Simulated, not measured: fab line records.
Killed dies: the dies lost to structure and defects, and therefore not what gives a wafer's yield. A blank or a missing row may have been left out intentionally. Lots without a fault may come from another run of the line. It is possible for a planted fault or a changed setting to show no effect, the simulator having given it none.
fab line records ; flow n5-finfet ; part 1 of 2: steps 1 to 4 of 6
record lots=21; wafers=63; last-day=18
route steps=1938 shown BEOL_M12@1635 BEOL_M13@1672
lots untouched by any fault: they come from a run of this same line in which no faults occurred
start-h: hours from the record's opening day to when the first of the lot's shown wafers began ; wait-h: hours elapsed since this lot's preceding step ; " identical to the entry in the row above ; L1.1+2: a single row standing in for several wafers ; - no value, or no start was given ; * or withheld: withheld ; < > ~ a bound
route shown NAME@n: names a module that has steps shown in the file, with the first one's number in the route ; usual: mean/standard deviation of fault-free wafers ; same: alike in all rows ; chamber/n: place in a boat ; sites: readings site by site ; _std_site: standard deviation of those values ; _edge_site: mean of outer sites minus mean of inner sites ; radius-mm: for every site, how far away it sits from the centre of the wafer ; mask NAME#n: copy n ; behind: the most recent tool/chamber to have shaped the wafer ; hold: why the lot was held/for how many hours/how that ended ; device: which transistor (n, p or np) failed to switch ; end of line: tests of these same wafers at the route's end ; for a step that has no rows: nothing shown but its recipe ; killed: dies lost to structure and defects at the first sort, not the wafer's yield ; map: shows each die of a wafer: x if killed, . if not, _ if none is there
set.NAME: setting as actually run; set.NAME@STEP: the setting as run at that earlier step ; model.NAME: the simulator's own value behind a step, which no gauge read
steps of the route over a sample of lots; a table a step, a row a wafer
services: a tool's chamber out of use, with start hour (start-h, from the record's first day; less than 0 if before it), hours out, and reason
## steps
# step N5_BEOL_M12_DESCUM_33
# recipe chemistry=O2; time-s=7.9; source-power-w=50; bias-power-w=20; pressure-mtorr=20; rf-frequency-hz=2.712e+07; temp-c=40; o2-flow-sccm=225
# usual chamber-pressure-mTorr=20.000/0.018; drypump-motor-current-A=5.8/0.4; o2-flow-sccm=225.0/0.66; oes-product-au=0.83/0.088; rf-fwd-power-W=49.37/0.24; rf-vpp-V=243.4/1.6; showerhead-plenum-p-Torr=2.12/0.069; throttle-valve-pct=20.33/0.25
lot.wafer;tool;chamber;start-h;wait-h;chamber-pressure-mTorr;drypump-motor-current-A;o2-flow-sccm;oes-product-au;rf-fwd-power-W;rf-hours-counter-h;rf-vpp-V;showerhead-plenum-p-Torr;throttle-valve-pct
L075.1;rie-diel-04;1;239.65;0.4;20.006;6.1;225.6;0.82;49.67;86;243.8;2.10;20.18
L075.2;rie-diel-04;2;239.65;0.4;19.995;5.5;224.9;0.70;48.86;206;241.5;2.01;20.58
L075.6;rie-diel-04;2;239.65;0.4;19.996;5.5;225.5;0.70;48.70;-;242.1;2.01;20.60
L076.3;rie-diel-03;2;251.81;0.1;20.005;5.9;225.1;0.94;49.25;7;246.6;2.23;20.00
L076.4;rie-diel-03;1;251.81;0.1;20.016;5.8;224.1;0.81;49.64;-;241.8;2.11;20.43
L076.5;rie-diel-03;2;251.81;0.1;20.012;5.9;225.2;0.96;49.45;-;245.6;2.23;20.00
L077.2;rie-diel-03;2;253.18;0.0;19.983;5.9;223.2;0.95;49.42;8;245.2;2.23;20.01
L077.3;rie-diel-03;1;253.18;0.0;19.977;5.8;225.8;0.81;49.53;61;243.3;2.11;20.44
L077.6;rie-diel-03;2;253.18;0.0;20.007;5.9;223.9;0.95;49.32;-;244.2;2.23;20.01
L078.1;rie-diel-03;1;260.00;0.0;20.016;5.8;225.4;0.82;49.58;64;243.0;2.11;20.42
L078.3;rie-diel-03;0;260.00;0.0;19.992;5.8;224.2;0.68;49.50;247;244.1;2.16;20.19
L078.6;rie-diel-03;3;260.00;0.0;20.005;5.5;224.2;0.88;49.35;-;243.0;2.06;20.54
L079.3;rie-diel-04;0;260.88;0.0;20.013;6.4;225.4;0.94;49.21;13;242.6;2.14;20.73
L079.4;rie-diel-04;2;260.88;0.0;20.042;5.5;225.1;0.71;48.84;213;239.9;2.01;20.61
L079.6;rie-diel-04;1;260.88;0.0;20.001;6.1;225.6;0.83;49.45;-;244.4;2.10;20.20
L081.1;rie-diel-03;3;277.00;0.0;20.029;5.5;224.2;0.87;49.27;49;240.9;2.06;20.55
L081.3;rie-diel-03;2;277.00;0.0;19.996;5.9;226.3;0.93;49.25;18;246.2;2.22;20.02
L081.5;rie-diel-03;3;277.00;0.0;19.995;5.5;226.1;0.87;49.55;-;243.0;2.06;20.55
L080.1;rie-diel-03;3;279.69;0.0;20.015;5.5;225.2;0.87;49.50;51;241.5;2.06;20.55
L080.4;rie-diel-03;2;279.69;0.0;19.977;5.8;224.4;0.91;49.27;-;246.2;2.22;20.03
L080.5;rie-diel-03;3;279.69;0.0;19.998;5.5;225.4;0.87;49.46;-;243.3;2.06;20.56
L083.2;rie-diel-03;1;281.31;0.2;19.995;5.8;225.2;0.80;49.58;74;244.0;2.10;20.43
L083.3;rie-diel-03;0;281.31;0.2;20.017;5.8;224.5;1.02;49.56;0;243.1;2.16;19.88
L083.5;rie-diel-03;1;281.31;0.2;20.039;5.8;225.8;0.80;49.26;-;243.2;2.10;20.45
L082.1;rie-diel-05;2;285.13;0.0;20.024;5.1;226.6;0.85;49.31;56;245.6;2.19;19.90
L082.2;rie-diel-05;1;285.13;0.0;20.003;5.6;224.7;0.68;49.32;246;239.8;1.95;20.31
L082.3;rie-diel-05;0;285.13;0.0;20.023;6.6;225.3;0.77;49.48;143;244.1;2.18;20.48
L084.1;rie-diel-03;2;300.50;0.0;20.016;5.9;224.7;0.91;49.59;22;244.5;2.22;20.03
L084.3;rie-diel-03;0;300.50;0.0;20.015;5.8;225.7;0.95;49.52;10;243.1;2.16;19.91
L084.6;rie-diel-03;0;300.50;0.0;19.999;5.7;225.8;0.95;49.69;-;243.9;2.16;19.90
L085.3;rie-diel-05;2;304.16;0.0;20.005;5.1;224.8;0.84;49.35;64;244.5;2.19;19.91
L085.4;rie-diel-05;0;304.16;0.0;19.954;6.6;224.8;0.77;49.52;-;245.8;2.17;20.50
L085.6;rie-diel-05;2;304.16;0.0;20.027;5.1;226.0;0.83;49.13;-;245.2;2.19;19.92
L087.2;rie-diel-04;2;306.80;0.0;19.994;5.5;224.7;0.69;49.20;229;241.2;2.00;20.61
L087.5;rie-diel-04;1;306.80;0.0;19.988;6.1;223.6;0.80;49.42;-;243.3;2.09;20.21
L087.6;rie-diel-04;2;306.80;0.0;19.982;5.5;224.5;0.68;49.12;-;241.0;2.00;20.63
L086.1;rie-diel-05;3;314.09;0.0;20.006;5.7;224.5;0.96;49.33;4;243.3;2.07;20.23
L086.4;rie-diel-05;2;314.09;0.0;20.031;5.1;225.0;0.82;49.12;-;244.2;2.19;19.92
L086.5;rie-diel-05;3;314.09;0.0;19.996;5.7;225.1;0.97;49.31;-;242.0;2.07;20.22
L088.3;rie-diel-03;1;314.36;0.0;19.995;5.7;224.5;0.78;49.25;89;243.6;2.10;20.47
L088.4;rie-diel-03;2;314.36;0.0;19.956;5.9;225.4;0.90;49.31;26;243.7;2.22;20.02
L088.6;rie-diel-03;3;314.36;0.0;19.990;5.5;223.6;0.84;49.15;-;242.7;2.05;20.58
L090.2;rie-diel-05;2;344.72;0.0;20.003;5.1;225.5;0.82;48.95;77;244.2;2.18;19.93
L090.4;rie-diel-05;0;344.72;0.0;19.963;6.6;225.0;0.75;49.64;165;243.0;2.17;20.53
L090.6;rie-diel-05;2;344.72;0.0;20.001;5.1;224.9;0.82;48.93;-;244.4;2.18;19.94
L093.1;rie-diel-05;1;346.26;0.0;20.018;5.6;224.9;0.95;49.55;5;244.8;2.21;20.07
L093.2;rie-diel-05;3;346.26;0.0;19.980;5.7;224.9;0.93;49.05;13;241.2;2.07;20.23
L093.5;rie-diel-05;3;346.26;0.0;20.007;5.7;224.3;0.94;49.32;-;242.1;2.07;20.24
L091.1;rie-diel-04;1;346.60;0.0;20.000;6.1;223.5;0.79;49.09;122;244.0;2.09;20.26
L091.3;rie-diel-04;2;346.60;0.0;20.007;5.5;224.0;0.67;48.92;242;241.3;2.00;20.64
L091.6;rie-diel-04;0;346.60;0.0;20.028;6.4;224.5;0.87;49.29;-;242.9;2.13;20.78
L096.1;rie-diel-05;1;374.73;0.0;19.990;5.6;224.8;0.93;49.47;15;244.1;2.21;20.08
L096.2;rie-diel-05;0;374.73;0.0;19.980;6.6;225.2;0.75;49.59;175;245.0;2.16;20.54
L096.3;rie-diel-05;3;374.73;0.0;19.993;5.7;225.6;0.92;49.32;23;241.5;2.07;20.26
L094.1;rie-diel-05;0;384.26;0.2;20.004;6.6;226.1;0.74;49.82;180;243.5;2.16;20.55
L094.2;rie-diel-05;3;384.26;0.2;19.968;5.7;224.6;0.91;49.39;28;241.7;2.07;20.29
L094.6;rie-diel-05;3;384.26;0.2;19.967;5.7;224.7;0.91;49.50;-;241.6;2.07;20.26
L095.1;rie-diel-05;3;384.91;0.0;20.013;5.7;225.3;0.91;49.25;28;242.4;2.06;20.27
L095.3;rie-diel-05;2;384.91;0.0;20.022;5.1;225.2;0.80;49.43;90;242.8;2.18;19.95
L095.5;rie-diel-05;3;384.91;0.0;20.016;5.7;225.6;0.91;49.21;-;241.7;2.06;20.28
L097.2;rie-diel-04;0;399.19;0.2;20.010;6.4;225.3;0.86;49.25;61;243.1;2.12;20.79
L097.4;rie-diel-04;3;399.19;0.2;20.022;5.7;224.0;0.83;49.65;69;243.2;2.14;20.52
L097.6;rie-diel-04;1;399.19;0.2;19.984;6.1;224.3;0.78;49.40;-;243.7;2.08;20.27
# step N5_BEOL_M12_DEGAS_41
# recipe ambient=vacuum; temp-c=250; time-s=60
# usual heater-power-w=331/46
lot.wafer;tool;chamber;start-h;wait-h;heater-power-w
L075.1;pvd-sputter-01;-;242.35;1.8;335
L075.2;pvd-sputter-01;-;242.35;1.8;319
L075.6;pvd-sputter-01;-;242.35;1.8;338
L076.3;pvd-sputter-02;-;254.50;0.4;429
L076.4;pvd-sputter-02;-;254.50;0.4;350
L076.5;pvd-sputter-02;-;254.50;0.4;246
L077.2;pvd-sputter-01;-;257.39;0.9;341
L077.3;pvd-sputter-01;-;257.39;0.9;326
L077.6;pvd-sputter-01;-;257.39;0.9;299
L078.1;pvd-sputter-03;-;262.76;0.6;311
L078.3;pvd-sputter-03;-;262.76;0.6;325
L078.6;pvd-sputter-03;-;262.76;0.6;283
L079.3;pvd-sputter-03;-;263.60;0.5;318
L079.4;pvd-sputter-03;-;263.60;0.5;285
L079.6;pvd-sputter-03;-;263.60;0.5;321
L081.1;pvd-sputter-01;-;278.65;0.6;346
L081.3;pvd-sputter-01;-;278.65;0.6;342
L081.5;pvd-sputter-01;-;278.65;0.6;340
L080.1;pvd-sputter-02;-;281.38;0.6;430
L080.4;pvd-sputter-02;-;281.38;0.6;247
L080.5;pvd-sputter-02;-;281.38;0.6;244
L083.2;pvd-sputter-01;-;285.75;0.6;342
L083.3;pvd-sputter-01;-;285.75;0.6;303
L083.5;pvd-sputter-01;-;285.75;0.6;333
L082.1;pvd-sputter-01;-;291.03;0.7;338
L082.2;pvd-sputter-01;-;291.03;0.7;344
L082.3;pvd-sputter-01;-;291.03;0.7;325
L084.1;pvd-sputter-02;-;302.02;0.2;431
L084.3;pvd-sputter-02;-;302.02;0.2;416
L084.6;pvd-sputter-02;-;302.02;0.2;423
L085.3;pvd-sputter-01;-;305.54;0.4;306
L085.4;pvd-sputter-01;-;305.54;0.4;349
L085.6;pvd-sputter-01;-;305.54;0.4;331
L087.2;pvd-sputter-01;-;308.84;0.6;350
L087.5;pvd-sputter-01;-;308.84;0.6;339
L087.6;pvd-sputter-01;-;308.84;0.6;331
L086.1;pvd-sputter-02;-;318.13;0.1;248
L086.4;pvd-sputter-02;-;318.13;0.1;420
L086.5;pvd-sputter-02;-;318.13;0.1;419
L088.3;pvd-sputter-01;-;324.71;0.1;299
L088.4;pvd-sputter-01;-;324.71;0.1;302
L088.6;pvd-sputter-01;-;324.71;0.1;320
L090.2;pvd-sputter-03;-;346.44;0.3;320
L090.4;pvd-sputter-03;-;346.44;0.3;287
L090.6;pvd-sputter-03;-;346.44;0.3;309
L093.1;pvd-sputter-03;-;347.28;0.0;292
L093.2;pvd-sputter-03;-;347.28;0.0;319
L093.5;pvd-sputter-03;-;347.28;0.0;286
L091.1;pvd-sputter-01;-;349.48;2.0;297
L091.3;pvd-sputter-01;-;349.48;2.0;338
L091.6;pvd-sputter-01;-;349.48;2.0;338
L096.1;pvd-sputter-01;-;375.76;0.2;327
L096.2;pvd-sputter-01;-;375.76;0.2;335
L096.3;pvd-sputter-01;-;375.76;0.2;356
L094.1;pvd-sputter-01;-;388.79;0.3;300
L094.2;pvd-sputter-01;-;388.79;0.3;348
L094.6;pvd-sputter-01;-;388.79;0.3;353
L095.1;pvd-sputter-02;-;389.26;0.4;240
L095.3;pvd-sputter-02;-;389.26;0.4;423
L095.5;pvd-sputter-02;-;389.26;0.4;419
L097.2;pvd-sputter-02;-;401.42;0.3;420
L097.4;pvd-sputter-02;-;401.42;0.3;345
L097.6;pvd-sputter-02;-;401.42;0.3;424
# step N5_BEOL_M13_DESCUM_15
# recipe chemistry=O2; time-s=7.9; source-power-w=50; bias-power-w=20; pressure-mtorr=20; rf-frequency-hz=2.712e+07; temp-c=40; o2-flow-sccm=225
# usual chamber-pressure-mTorr=20.001/0.018; drypump-motor-current-A=5.7/0.38; o2-flow-sccm=225.0/0.69; oes-product-au=0.80/0.092; rf-fwd-power-W=49.30/0.26; rf-vpp-V=243.3/1.4; showerhead-plenum-p-Torr=2.10/0.064; throttle-valve-pct=20.41/0.23
lot.wafer;tool;chamber;start-h;wait-h;chamber-pressure-mTorr;drypump-motor-current-A;o2-flow-sccm;oes-product-au;rf-fwd-power-W;rf-hours-counter-h;rf-vpp-V;showerhead-plenum-p-Torr;throttle-valve-pct
L075.1;rie-diel-01;2;244.24;0.0;19.984;5.6;224.9;0.71;49.46;200;244.8;2.06;20.06
L075.2;rie-diel-01;0;244.24;0.0;20.023;5.4;225.0;0.77;49.71;102;243.4;2.13;20.81
L075.6;rie-diel-01;1;244.24;0.0;19.998;6.4;225.7;0.85;49.36;-;242.3;2.04;20.30
L076.3;rie-diel-01;0;256.68;0.2;20.003;5.4;225.2;0.76;49.80;106;244.0;2.12;20.82
L076.4;rie-diel-01;2;256.68;0.2;19.993;5.6;225.4;0.70;49.56;204;243.4;2.05;20.06
L076.5;rie-diel-01;2;256.68;0.2;20.002;5.6;225.1;0.70;49.42;-;240.8;2.05;20.05
L077.2;rie-diel-01;2;259.26;0.0;19.989;5.6;226.0;0.71;49.82;205;243.7;2.05;20.06
L077.3;rie-diel-01;3;259.26;0.0;20.034;5.9;225.6;0.80;49.44;125;244.2;2.20;20.49
L077.6;rie-diel-01;2;259.26;0.0;20.010;5.6;225.7;0.70;49.65;-;242.3;2.05;20.06
L078.1;rie-diel-06;3;264.72;0.0;19.999;5.5;225.5;0.85;48.99;65;243.5;2.12;20.18
L078.3;rie-diel-06;0;264.72;0.0;20.025;5.9;225.4;0.91;49.32;22;243.4;2.07;20.40
L078.6;rie-diel-06;3;264.72;0.0;20.021;5.5;224.3;0.85;49.01;-;243.7;2.12;20.20
L079.3;rie-diel-02;2;265.91;0.0;19.979;5.8;225.2;0.69;49.27;221;244.2;2.16;20.61
L079.4;rie-diel-02;1;265.91;0.0;19.958;5.1;224.7;0.73;49.10;-;241.4;2.00;20.18
L079.6;rie-diel-02;0;265.91;0.0;20.015;5.9;224.8;0.95;49.30;-;245.7;2.22;20.57
L081.1;rie-diel-01;3;280.61;0.2;19.992;5.9;225.2;0.79;49.29;131;246.1;2.20;20.53
L081.3;rie-diel-01;0;280.61;0.2;19.996;5.4;225.8;0.77;49.81;112;243.2;2.12;20.84
L081.5;rie-diel-01;1;280.61;0.2;19.972;6.4;225.5;0.85;49.37;-;242.1;2.04;20.32
L080.1;rie-diel-02;2;283.42;0.0;19.998;5.8;225.9;0.69;49.37;228;244.0;2.16;20.61
L080.4;rie-diel-02;2;283.42;0.0;19.997;5.8;225.1;0.69;49.47;-;246.2;2.16;20.62
L080.5;rie-diel-02;1;283.42;0.0;20.018;5.2;224.1;0.73;49.40;-;242.1;2.00;20.20
L083.2;rie-diel-06;0;287.70;0.0;19.988;5.9;224.2;0.90;49.16;30;243.4;2.06;20.41
L083.3;rie-diel-06;1;287.70;0.0;20.013;5.4;224.5;0.93;49.37;14;243.7;2.06;20.08
L083.5;rie-diel-06;3;287.70;0.0;19.990;5.5;224.8;0.83;49.04;-;243.5;2.11;20.21
L082.1;rie-diel-06;3;292.94;0.0;19.975;5.5;224.7;0.82;48.93;74;244.2;2.11;20.21
L082.2;rie-diel-06;1;292.94;0.0;19.997;5.5;224.5;0.93;49.14;16;241.4;2.06;20.09
L082.3;rie-diel-06;0;292.94;0.0;20.036;5.9;225.9;0.88;49.45;31;242.8;2.06;20.42
L084.1;rie-diel-02;2;304.00;0.0;19.991;5.8;225.1;0.68;49.60;235;244.3;2.15;20.62
L084.3;rie-diel-02;1;304.00;0.0;20.011;5.2;225.1;0.72;49.43;204;240.7;1.99;20.20
L084.6;rie-diel-02;3;304.00;0.0;19.991;6.4;225.5;0.95;48.95;-;241.3;2.06;20.25
L085.3;rie-diel-06;0;307.40;0.0;19.985;5.9;225.4;0.90;48.97;35;243.1;2.06;20.44
L085.4;rie-diel-06;1;307.40;0.0;20.024;5.5;223.7;0.93;49.04;20;241.3;2.06;20.11
L085.6;rie-diel-06;2;307.40;0.0;19.999;5.2;225.1;0.69;49.16;-;244.5;2.14;20.70
L087.2;rie-diel-06;2;311.85;0.1;20.038;5.2;224.8;0.68;49.39;235;244.8;2.14;20.69
L087.5;rie-diel-06;2;311.85;0.1;20.007;5.2;224.0;0.69;49.23;-;243.0;2.14;20.71
L087.6;rie-diel-06;3;311.85;0.1;20.003;5.5;224.5;0.83;48.70;-;244.0;2.11;20.22
L086.1;rie-diel-01;0;320.07;0.0;19.981;5.4;225.0;0.76;49.77;125;242.8;2.12;20.85
L086.4;rie-diel-01;0;320.07;0.0;20.009;5.4;225.4;0.76;49.73;-;242.7;2.12;20.84
L086.5;rie-diel-01;3;320.07;0.0;19.994;5.9;224.1;0.79;49.57;-;244.5;2.20;20.54
L088.3;rie-diel-06;3;326.68;0.0;20.015;5.5;224.9;0.82;49.07;82;243.3;2.11;20.21
L088.4;rie-diel-06;3;326.68;0.0;19.974;5.5;224.8;0.83;48.95;-;243.5;2.11;20.23
L088.6;rie-diel-06;2;326.68;0.0;20.007;5.2;224.6;0.68;49.22;-;244.0;2.14;20.71
L090.2;rie-diel-02;1;348.90;0.5;19.993;5.2;224.8;0.71;49.52;222;240.7;1.99;20.23
L090.4;rie-diel-02;2;348.90;0.5;19.990;5.8;225.9;0.67;49.33;-;243.1;2.15;20.64
L090.6;rie-diel-02;1;348.90;0.5;20.007;5.2;225.3;0.71;49.28;-;241.3;1.99;20.21
L093.1;rie-diel-06;0;349.33;0.0;19.976;5.9;225.5;0.86;49.28;48;242.6;2.06;20.43
L093.2;rie-diel-06;2;349.33;0.0;20.003;5.2;225.5;0.67;49.21;249;244.2;2.14;20.73
L093.5;rie-diel-06;2;349.33;0.0;20.001;5.2;225.3;0.67;49.27;-;242.5;2.14;20.72
L091.1;rie-diel-02;2;351.55;0.2;19.997;5.8;225.3;0.67;49.14;254;242.8;2.15;20.64
L091.3;rie-diel-02;0;351.55;0.2;19.996;5.9;224.9;0.86;49.54;38;245.6;2.21;20.64
L091.6;rie-diel-02;2;351.55;0.2;20.000;5.8;225.0;0.67;49.43;-;244.9;2.15;20.65
L096.1;rie-diel-06;1;377.76;0.1;19.964;5.5;224.6;0.87;49.13;40;243.6;2.06;20.12
L096.2;rie-diel-06;3;377.76;0.1;19.995;5.5;224.0;0.80;49.11;104;242.4;2.10;20.25
L096.3;rie-diel-06;2;377.76;0.1;20.034;5.2;224.4;0.99;49.16;0;244.0;2.14;20.25
L094.1;rie-diel-02;1;390.76;0.0;20.029;5.2;225.4;0.70;49.52;241;241.5;1.98;20.27
L094.2;rie-diel-02;0;390.76;0.0;19.996;5.9;224.0;0.85;49.48;50;244.4;2.20;20.66
L094.6;rie-diel-02;0;390.76;0.0;19.958;6.0;224.0;0.85;49.63;-;244.6;2.20;20.67
L095.1;rie-diel-01;0;391.14;0.0;20.000;5.4;224.1;0.75;50.06;139;241.5;2.11;20.87
L095.3;rie-diel-01;3;391.14;0.0;20.001;5.9;225.1;0.77;49.27;154;246.7;2.19;20.55
L095.5;rie-diel-01;1;391.14;0.0;20.010;6.4;225.8;0.82;49.42;-;242.9;2.03;20.34
L097.2;rie-diel-06;3;403.35;0.0;19.987;5.5;225.4;0.79;48.87;111;243.4;2.10;20.25
L097.4;rie-diel-06;0;403.35;0.0;19.981;5.9;225.6;0.83;49.34;66;243.5;2.05;20.45
L097.6;rie-diel-06;3;403.35;0.0;19.993;5.5;224.2;0.78;48.93;-;243.3;2.10;20.26
# step N5_BEOL_M13_CD_MEAS_17
# recipe target-cd-nm=190; polarity=opening
# usual cd-nm=190.5/1.7
lot.wafer;tool;chamber;start-h;wait-h;cd-nm
L075.1;cd-sem-01;-;244.77;0.0;189.4
L075.2;cd-sem-01;-;244.77;0.0;189.0
L075.6;cd-sem-01;-;244.77;0.0;189.7
L076.3;cd-sem-03;-;257.21;0.0;187.3
L076.4;cd-sem-03;-;257.21;0.0;189.3
L076.5;cd-sem-03;-;257.21;0.0;189.8
L077.2;cd-sem-02;-;259.79;0.0;191.1
L077.3;cd-sem-02;-;259.79;0.0;187.0
L077.6;cd-sem-02;-;259.79;0.0;190.6
L078.1;cd-sem-03;-;265.25;0.0;193.1
L078.3;cd-sem-03;-;265.25;0.0;193.9
L078.6;cd-sem-03;-;265.25;0.0;194.0
L079.3;cd-sem-03;-;266.44;0.0;188.9
L079.4;cd-sem-03;-;266.44;0.0;187.9
L079.6;cd-sem-03;-;266.44;0.0;188.6
L081.1;cd-sem-02;-;281.14;0.0;188.8
L081.3;cd-sem-02;-;281.14;0.0;190.6
L081.5;cd-sem-02;-;281.14;0.0;187.0
L080.1;cd-sem-02;-;283.95;0.0;191.9
L080.4;cd-sem-02;-;283.95;0.0;190.3
L080.5;cd-sem-02;-;283.95;0.0;191.4
L083.2;cd-sem-02;-;288.23;0.0;189.9
L083.3;cd-sem-02;-;288.23;0.0;190.4
L083.5;cd-sem-02;-;288.23;0.0;191.4
L082.1;cd-sem-01;-;293.47;0.0;190.9
L082.2;cd-sem-01;-;293.47;0.0;188.0
L082.3;cd-sem-01;-;293.47;0.0;189.8
L084.1;cd-sem-02;-;304.53;0.0;190.9
L084.3;cd-sem-02;-;304.53;0.0;188.7
L084.6;cd-sem-02;-;304.53;0.0;188.7
L085.3;cd-sem-03;-;307.93;0.0;192.0
L085.4;cd-sem-03;-;307.93;0.0;192.0
L085.6;cd-sem-03;-;307.93;0.0;190.4
L087.2;cd-sem-03;-;312.56;0.0;189.7
L087.5;cd-sem-03;-;312.56;0.0;188.5
L087.6;cd-sem-03;-;312.56;0.0;192.0
L086.1;cd-sem-02;-;320.60;0.0;187.7
L086.4;cd-sem-02;-;320.60;0.0;192.2
L086.5;cd-sem-02;-;320.60;0.0;190.2
L088.3;cd-sem-03;-;327.21;0.0;190.6
L088.4;cd-sem-03;-;327.21;0.0;190.2
L088.6;cd-sem-03;-;327.21;0.0;189.2
L090.2;cd-sem-01;-;349.43;0.0;192.5
L090.4;cd-sem-01;-;349.43;0.0;193.2
L090.6;cd-sem-01;-;349.43;0.0;190.8
L093.1;cd-sem-02;-;349.86;0.0;193.4
L093.2;cd-sem-02;-;349.86;0.0;191.1
L093.5;cd-sem-02;-;349.86;0.0;191.5
L091.1;cd-sem-02;-;352.08;0.0;191.9
L091.3;cd-sem-02;-;352.08;0.0;190.4
L091.6;cd-sem-02;-;352.08;0.0;190.5
L096.1;cd-sem-03;-;378.29;0.0;187.5
L096.2;cd-sem-03;-;378.29;0.0;189.6
L096.3;cd-sem-03;-;378.29;0.0;190.2
L094.1;cd-sem-02;-;391.29;0.0;191.7
L094.2;cd-sem-02;-;391.29;0.0;190.5
L094.6;cd-sem-02;-;391.29;0.0;191.8
L095.1;cd-sem-01;-;391.67;0.0;189.5
L095.3;cd-sem-01;-;391.67;0.0;192.4
L095.5;cd-sem-01;-;391.67;0.0;191.3
L097.2;cd-sem-03;-;403.88;0.0;190.5
L097.4;cd-sem-03;-;403.88;0.0;191.8
L097.6;cd-sem-03;-;403.88;0.0;188.6
